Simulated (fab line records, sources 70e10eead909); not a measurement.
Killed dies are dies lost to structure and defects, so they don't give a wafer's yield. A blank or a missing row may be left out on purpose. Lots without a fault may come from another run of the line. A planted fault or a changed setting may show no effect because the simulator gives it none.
fab line records | flow nand_harc
record lots=13 wafers=39 last_day=24
route steps=1159 shown A_CONTACT@868 A_BONDPAD@1084 THIN_TSV@1102 END@1159
lots that met no fault: from a run of the same line without faults
start_h: hours from the record's first day to the start of the lot's first wafer shown | wait_h: hours since the lot's step before | " the same as in the row above | L1.1+2: a row that stands for several wafers | - no value, or no start given | * or withheld: withheld | < > ~ a bound
route shown NAME@n: a module of which the file shows steps, and the number in the route of the first | usual: mean/standard deviation of fault-free wafers | same: alike in all rows | chamber/n: place in a boat | sites: the reading at each site | _std_site: their standard deviation | _edge_site: outer sites' mean less inner sites' | radius_mm: how far each site lies from the wafer's centre | mask NAME#n: copy n | behind: the tool/chamber that last shaped the wafer | hold: why the lot was held/for how many hours/how that ended | device: the transistor (n, p or np) that didn't switch | end of line: the same wafers' tests at the end of the route | a step without rows: its recipe alone | killed: dies lost to structure and defects at the first sort, not the wafer's yield | map: a wafer's dies, x killed, . not, _ none there
set.NAME: the setting as run; set.NAME@STEP: as run at that earlier step | model.NAME: the simulator's own value behind a step, which no gauge read
steps of the route over a sample of lots; a table a step, a row a wafer
services: from which hour (start_h, from the record's first day; less than 0 if before it) a tool's chamber was out of use, for how many hours, and why
## steps
# step NHARC_A_CONTACT_ETCH_117
# recipe source_w=withheld pressure_mtorr=20 bias_v=3000 time_s=94 target_depth_a=9220 ar_flow_sccm=withheld c4f8_flow_sccm=withheld o2_flow_sccm=withheld chemistry=C4F8/O2/Ar
# columns lot.wafer tool chamber start_h wait_h rf_hours_counter_h
L737.2 har_cap_etch-02 0 371.77 0.1 11
L737.3 " 0 " " -
L737.5 " 1 " " -
L740.2 har_cap_etch-03 1 374.16 0.1 82
L740.3 " 1 " " -
L740.6 " 0 " " -
L738.2 har_cap_etch-03 0 377.30 0.1 83
L738.4 " 0 " " -
L738.3 " 1 " " -
L739.1 har_cap_etch-03 1 381.98 0.1 85
L739.3 " 1 " " -
L739.6 " 1 " " -
L741.1 har_cap_etch-02 0 387.00 0.1 14
L741.3 " 0 " " -
L741.5 " 1 " " -
L742.1 har_cap_etch-01 1 406.49 0.1 63
L742.6 " 0 " " -
L742.5 " 1 " " -
L743.4 har_cap_etch-01 0 418.58 0.1 -
L743.6 " 1 " " -
L743.5 " 0 " " -
L749.2 har_cap_etch-01 0 439.61 0.1 68
L749.3 " 0 " " -
L749.5 " 1 " " -
L750.4 har_cap_etch-01 1 443.45 0.1 -
L750.6 " 0 " " -
L750.5 " 1 " " -
L754.4 har_cap_etch-02 1 464.02 0.1 -
L754.5 " 0 " " -
L754.6 " 1 " " -
L753.3 har_cap_etch-02 0 471.13 0.1 -
L753.6 " 1 " " -
L753.5 " 0 " " -
L756.1 har_cap_etch-03 0 478.27 0.1 101
L756.4 " 1 " " -
L756.3 " 0 " " -
L760.1 har_cap_etch-02 1 509.49 0.1 34
L760.3 " 0 " " -
L760.6 " 1 " " -
# step NHARC_A_BONDPAD_PVD_17
# recipe target_thk_a=50 bias_v=168.6 power_w=15000 chamber_pressure_pa=0.12 time_s=8.06 substrate_temp_c=50 material=TaN
# usual bias_v=168.6/1.8 throttle_valve_pct=30.3/1.2
# columns lot.wafer tool chamber start_h wait_h bias_v throttle_valve_pct
L737.2 pvd_sputter-03 - - - 169.9 32.7
L737.3 " - " " 168.4 33.2
L737.5 " - " " 166.3 31.3
L740.3 pvd_sputter-03 - - - 167.9 31.6
L740.2 " - " " 169.6 29.9
L740.6 " - " " 168.8 32.6
L738.4 pvd_sputter-01 - - - 166.0 29.3
L738.2 " - " " 167.7 29.2
L738.3 " - " " 170.1 28.8
L739.1 pvd_sputter-02 - - - 168.3 31.5
L739.3 " - " " 167.8 29.5
L739.6 " - " " 166.9 31.5
L741.3 pvd_sputter-03 - - - 169.7 32.9
L741.1 " - " " 166.6 33.0
L741.5 " - " " 172.9 31.7
L742.1 pvd_sputter-01 - - - 168.1 30.0
L742.5 " - " " 170.2 29.3
L742.6 " - " " 169.5 28.7
L743.4 pvd_sputter-02 - - - 168.7 29.3
L743.5 " - " " 167.8 29.7
L743.6 " - " " 170.3 28.9
L749.2 pvd_sputter-03 - - - 168.4 32.0
L749.3 " - " " 170.6 31.4
L749.5 " - " " 167.5 32.0
L750.4 pvd_sputter-02 - - - 166.6 30.4
L750.5 " - " " 163.9 29.4
L750.6 " - " " 167.5 31.5
L753.3 pvd_sputter-01 - - - 166.8 29.9
L753.5 " - " " 166.2 29.2
L753.6 " - " " 166.8 29.3
L754.4 pvd_sputter-03 - - - 166.2 29.6
L754.6 " - " " 167.8 31.5
L754.5 " - " " 170.2 30.5
L756.1 pvd_sputter-03 - - - 170.7 31.1
L756.4 " - " " 165.2 31.9
L756.3 " - " " 169.2 29.5
L760.1 pvd_sputter-01 - - - 169.0 29.0
L760.3 " - " " 167.8 30.1
L760.6 " - " " 170.0 29.1
# step NHARC_THIN_TSV_CMP_01
# recipe target_thk_um=3
# usual edge_zone_pressure_frac=0.999/0.0047 motor_current_A=12.1/1.4
# columns lot.wafer tool chamber start_h wait_h edge_zone_pressure_frac motor_current_A
L740.3 cmp-02 2 426.76 0.6 0.996 10.6
L740.2 " 1 " " 0.997 13.5
L740.6 " 3 " " 1.000 12.3
L737.3 cmp-03 2 427.99 0.7 0.999 10.3
L737.2 " 3 " " 1.008 11.3
L737.5 " 1 " " 0.999 10.8
L738.3 cmp-01 1 429.17 0.6 0.997 15.4
L738.2 " 3 " " 0.993 12.3
L738.4 " 0 " " 1.001 11.8
L739.3 cmp-01 1 430.36 0.6 1.004 15.0
L739.1 " 0 " " 1.000 11.6
L739.6 " 1 " " 1.002 14.9
L741.1 cmp-01 0 437.87 1.0 0.992 11.7
L741.3 " 2 " " 0.996 13.0
L741.5 " 1 " " 1.005 14.6
L742.1 cmp-03 0 461.65 1.0 1.002 12.1
L742.6 " 0 " " 1.005 11.9
L742.5 " 1 " " 0.997 10.9
L743.4 cmp-02 0 472.11 0.4 0.992 13.2
L743.6 " 0 " " 0.987 13.0
L743.5 " 1 " " 0.997 13.4
L750.4 cmp-03 3 488.04 0.5 0.997 10.4
L750.6 " 2 " " 1.006 10.8
L750.5 " 3 " " 1.000 10.6
L749.2 cmp-01 3 490.44 0.8 1.003 12.4
L749.3 " 0 " " 0.999 10.8
L749.5 " 2 " " 0.995 12.1
L753.3 cmp-03 3 525.17 0.7 0.996 11.5
L753.5 " 0 " " 1.000 11.7
L753.6 " 1 " " 0.998 10.5
L754.4 cmp-02 0 526.34 0.5 1.003 12.7
L754.6 " 2 " " 1.006 10.6
L754.5 " 3 " " 0.997 12.6
L756.1 cmp-03 3 533.22 1.0 1.005 11.4
L756.4 " 1 " " 0.999 10.4
L756.3 " 2 " " 1.003 10.1
L760.3 cmp-03 1 563.26 0.7 1.000 10.5
L760.1 " 3 " " 0.999 11.3
L760.6 " 0 " " 1.000 11.8
# step NHARC_THIN_TSV_DESCUM_35
# recipe time_s=3 o2_flow_sccm=200 ar_flow_sccm=0 bias_power_w=0 chemistry=O2
# usual drypump_motor_current_A=5.5/0.56 oes_product_au=1.002/0.011 rf_vpp_V=57.8/0.93 showerhead_plenum_p_Torr=1.92/0.078 throttle_valve_pct=11.311/0.0096
# columns lot.wafer tool chamber start_h wait_h drypump_motor_current_A oes_product_au rf_hours_counter_h rf_vpp_V showerhead_plenum_p_Torr throttle_valve_pct
L740.3 rie_diel-10 2 434.51 - 6.3 0.990 9 57.9 1.84 11.306
L740.2 " 3 " " 5.4 0.987 9 57.3 1.87 11.316
L740.6 " 0 " " 5.5 0.988 - 57.7 1.90 11.306
L737.3 rie_diel-06 0 435.63 - 5.1 0.992 1 57.3 2.04 11.313
L737.2 " 2 " " 5.7 0.996 1 58.0 1.89 11.305
L737.5 " 1 " " 4.8 1.011 - 57.6 2.02 11.313
L738.3 rie_diel-10 0 437.28 - 5.5 0.987 8 59.1 1.90 11.312
L738.2 " 1 " " 4.6 1.012 8 58.2 2.02 11.330
L738.4 " 2 " " 6.3 0.993 9 57.7 1.84 11.308
L739.1 rie_diel-10 0 437.73 - 5.5 0.988 8 57.8 1.90 11.308
L739.3 " 2 " " 6.3 0.999 9 58.7 1.84 11.310
L739.6 " 3 " " 5.4 1.000 - 56.1 1.87 11.315
L741.3 rie_diel-06 1 445.31 - 4.8 1.024 1 57.5 2.02 11.325
L741.1 " 3 " " 6.4 1.002 1 56.9 1.91 11.293
L741.5 " 1 " " 4.8 1.022 - 59.3 2.02 11.298
L742.1 rie_diel-10 2 468.99 - 6.3 1.002 13 57.4 1.84 11.311
L742.6 " 1 " " 4.6 1.018 - 56.7 2.02 11.316
L742.5 " 2 " " 6.3 0.995 - 56.8 1.84 11.304
L743.4 rie_diel-06 3 479.84 - 6.4 0.994 4 57.0 1.90 11.307
L743.6 " 0 " " 5.1 1.005 - 58.4 2.04 11.325
L743.5 " 1 " " 4.8 1.015 - 59.2 2.01 11.310
L750.4 rie_diel-10 2 495.34 - 6.3 0.998 16 57.6 1.84 11.315
L750.6 " 2 " " 6.3 1.013 - 58.8 1.84 11.310
L750.5 " 3 " " 5.4 1.007 - 58.7 1.87 11.305
L749.2 rie_diel-06 2 497.79 - 5.7 0.996 6 57.3 1.89 11.314
L749.3 " 3 " " 6.4 0.986 6 57.3 1.90 11.303
L749.5 " 1 " " 4.8 1.011 - 58.3 2.01 11.305
L753.3 rie_diel-06 1 533.42 - 4.8 1.016 8 58.4 2.01 11.329
L753.6 " 2 " " 5.7 0.989 - 56.7 1.89 11.310
L753.5 " 3 " " 6.4 0.995 - 57.7 1.90 11.314
L754.4 rie_diel-08 2 534.09 - 5.8 0.996 3 58.5 1.78 11.327
L754.5 " 1 " " 5.9 1.012 - 56.6 1.86 11.284
L754.6 " 2 " " 5.8 0.994 - 56.7 1.78 11.297
L756.3 rie_diel-10 2 540.68 - 6.3 0.978 0 55.2 1.84 11.311
L756.1 " 3 " " 5.4 0.974 0 58.0 1.87 11.309
L756.4 " 0 " " 5.6 0.999 0 59.1 1.90 11.292
L760.1 rie_diel-10 3 570.78 - 5.4 0.997 2 57.7 1.87 11.293
L760.3 " 0 " " 5.5 1.024 1 57.5 1.90 11.309
L760.6 " 1 " " 4.6 1.008 - 56.5 2.02 11.311
# step NHARC_END_SORT_01
# recipe temp_c=25
# usual killed_at_array=26/9.7 killed_at_other=1.0/1.2 killed_at_periphery=3.9/2.6 killed_dies=31/9.7 killed_open=3.2/1.8 killed_short=2.0/1.3
# same gross_dies=677
# columns lot.wafer tool chamber start_h wait_h killed_at_array killed_at_other killed_at_periphery killed_dies killed_open killed_short
L749.2 prober-01 0 504.92 2.8 91 3 3 97 1 2
L749.3 prober-01 0 505.72 3.1 78 1 8 87 4 3
L749.5 prober-01 0 507.33 3.7 78 2 5 85 4 4
L750.4 prober-01 0 514.34 3.4 89 0 5 94 2 2
L750.5 prober-01 0 515.15 3.7 85 0 7 92 0 0
L750.6 prober-01 0 515.96 4.1 92 0 7 99 5 1
# killed by level:class
L749.2 A_CONTACT:unspecified=73 A_SLIT:chamber_film_flake=12 A_STAIRCASE:chamber_film_flake=4 THIN_TSV:chamber_film_flake=3 A_CHANNEL_FILL_D1:geometric_particle:short=2 P_BONDPAD:geometric_particle:open=1 P_ZERO_WELL:chamber_film_flake=1 P_CONTACT:chamber_film_flake=1
L749.3 A_CONTACT:unspecified=65 A_SLIT:chamber_film_flake=5 P_CONTACT:chamber_film_flake=4 A_WL_FILL:geometric_particle:open=2 P_ZERO_WELL:chamber_film_flake=2 A_CHANNEL_HOLE_D1:chamber_film_flake=2 P_CONTACT:geometric_particle:open=1 P_M0:geometric_particle:short=1
L749.5 A_CONTACT:unspecified=50 A_SLIT:chamber_film_flake=9 A_CHANNEL_HOLE_D1:chamber_film_flake=5 P_CONTACT:chamber_film_flake=4 A_WL_FILL:chamber_film_flake=3 A_CHANNEL_FILL_D1:geometric_particle:short=2 A_WL_FILL:geometric_particle:open=2 A_STAIRCASE:chamber_film_flake=2
L750.4 A_CONTACT:unspecified=53 A_CHANNEL_HOLE_D1:chamber_film_flake=20 A_STAIRCASE:chamber_film_flake=6 A_CONTACT:chamber_film_flake=5 P_ZERO_WELL:chamber_film_flake=3 A_M0:geometric_particle:open=2 P_STI:chamber_film_flake=2 A_CHANNEL_FILL_D1:geometric_particle:short=1
L750.5 A_CONTACT:unspecified=56 A_CHANNEL_HOLE_D1:chamber_film_flake=15 A_CONTACT:chamber_film_flake=7 A_STAIRCASE:chamber_film_flake=6 P_CONTACT:chamber_film_flake=4 P_ZERO_WELL:chamber_film_flake=1 P_STI:chamber_film_flake=1 P_GATE:chamber_film_flake=1
L750.6 A_CONTACT:unspecified=66 A_CHANNEL_HOLE_D1:chamber_film_flake=10 A_STAIRCASE:chamber_film_flake=8 P_ZERO_WELL:chamber_film_flake=4 A_CONTACT:chamber_film_flake=3 A_CONTACT:geometric_particle:open=2 P_M0:geometric_particle:open=1 P_M1:geometric_particle:short=1
## services
# columns tool chamber start_h hours kind
cmp-03 - 348.76 0.5 repair
cmp-03 - 351.99 30.9 repair
rie_diel-10 - 353.50 9.0 pm
cmp-01 - 375.60 4.0 pm
rie_diel-06 - 379.04 0.3 repair
cmp-01 - 380.03 0.7 repair
cmp-03 - 382.90 4.0 pm
cmp-03 - 388.46 1.7 repair
cmp-02 - 390.57 0.7 repair
pvd_sputter-02 - 392.04 10.0 pm
rie_diel-06 - 418.20 9.0 pm
pvd_sputter-03 - 458.00 10.0 pm
rie_diel-10 0 461.03 11.3 repair
cmp-01 - 473.60 4.0 pm
cmp-03 - 480.90 4.0 pm
cmp-01 - 484.86 1.0 repair
cmp-01 - 489.29 1.0 repair
rie_diel-06 0 491.11 26.0 repair
pvd_sputter-01 - 514.03 10.0 pm
rie_diel-10 - 530.50 9.0 pm
rie_diel-06 0 542.39 5.8 repair
pvd_sputter-03 - 544.72 2.2 repair
rie_diel-06 1 545.10 5.7 repair
har_cap_etch-03 - 545.81 17.0 pm
## key
first_sign step=NHARC_END_SORT_01 reading=killed_dies direction=up sigmas=6.3 usual=31 struck=92
effect step=NHARC_END_SORT_01 reading=killed_at_array direction=up sigmas=6.2 usual=26 struck=86
more_kills_born_at NHARC_A_CONTACT_ETCH_117@har_cap_etch-01=358
met_at NHARC_A_CONTACT_ETCH_117
struck_lots L749,L750
tester_left_out L749,L750
not_acting_at NHARC_A_BONDPAD_PVD_17,NHARC_THIN_TSV_CMP_01,NHARC_THIN_TSV_DESCUM_35
onset_between 418.58 439.61
fault kind=chamber_particle_source tool=har_cap_etch-01 chamber=- onset_h=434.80 steps=NHARC_A_CONTACT_ETCH_117 rate_per_visit_cm2=0.3834 end_h=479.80
# tester_left_out: of these lots the tester's yield and bins aren't shown, on N5 and GAA mostly nor the transistor test; their killed dies are dies lost to structure and defects alone, not to doping, threshold or leakage, so they don't give the yield
